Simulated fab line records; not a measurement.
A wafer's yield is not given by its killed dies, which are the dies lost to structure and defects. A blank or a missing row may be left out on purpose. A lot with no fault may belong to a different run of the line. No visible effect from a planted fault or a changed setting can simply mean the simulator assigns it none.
8D (eight disciplines) problem report, filled in by code ; flow nand-harc ; the parts of the form that need people (team, actions taken, sign-off) are left out

## 1. WHAT IS WRONG
thk-nm at NHARC_A_ONON_D1_THK_MEAS_05 reads a mean of 701 nm on 3 wafers of 3 lots; wafers without a fault read 1002 nm with a standard deviation of 11. That puts it -27 standard deviations away from the usual mean.
The step: measures by ellipsometry.
First seen on wafer L959.2, day 9 09:35, on film-metro-01. The record has a number at this step for 37 wafers belonging to 13 lots. The rule behind "out" and "out of limits": a value lying over 4 standard deviations away from the usual mean. The other wafers with a number count as sound.

## 2. WHAT IT IS, WHAT IT ISN'T
question;is;is not
which readings at this step;thk-nm;-
which lots;L959, L962, L964;L952, L954, L956, L966, L968, L970, L971, L972, L974, L975
which wafers of those lots;L959.2, L962.6, L964.6;L959.1, L962.4, L962.5, L964.1
read on which gauges;film-metro-01, film-metro-02;-
when;from day 9 09:35;"up to then (10 sound wafers); but 24 sound wafers of L962, L964, L966, L968, L970, L971, L972, L974, L975 came after"

## 3. WHAT RULES OUT EACH SUSPECT
Counting: any tool at a process step up to the reading remains a suspect provided it ran every lot that is out. Sound lots after the first of them don't rule it out here, since some wafers of a struck lot are sound.
- the gauge at NHARC_A_ONON_D1_THK_MEAS_05: ruled out. The wafers that are out were read on 2 gauges (film-metro-01, film-metro-02).
- pecvd-onon-02 at NHARC_A_ONON_D1_DEP_03 (target thk 1000 nm): kept. Ran every lot that is out, first one L959 (day 9 09:04); last sound lot up to then L956 (day 8 06:35).
Left after counting: pecvd-onon-02 at NHARC_A_ONON_D1_DEP_03.

## 4. THE CAUSE (what the simulator had put in)
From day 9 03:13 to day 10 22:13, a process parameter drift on pecvd-onon-02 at NHARC_A_ONON_D1_DEP_03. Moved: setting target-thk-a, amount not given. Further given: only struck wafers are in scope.
Counting left only this tool.

## 5. THE EFFECT CHAIN, in route order
One row per reading whose mean, taken over the struck wafers that have a number, lies over 3 standard deviations from the usual. Only readings whose record carries a usual standard deviation are examined. hours: median over the lots of the time between each lot's start at the first step of this table that gives one and its start at this step. sigmas: the change, counted in usual standard deviations.
hours;step;reading;usual;on struck wafers;change;sigmas
0;NHARC_A_ONON_D1_THK_MEAS_05;thk-nm;1002 nm;701;-301;-27
282;NHARC_END_SORT_01;killed-at-array;26;673;+647;+71
282;NHARC_END_SORT_01;killed-dies;30;677;+647;+70

## 6. WHAT WOULD HAVE CAUGHT IT SOONER
In this record the first reading out of limits at a measuring or inspecting step was taken at day 9 09:35, 6 hours after the fault began at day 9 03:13.
L962, L964, from the lots that are out (3), started NHARC_A_ONON_D1_DEP_03 on pecvd-onon-02 later than day 9 09:35. A hold on the tool at that time would have spared those 2.
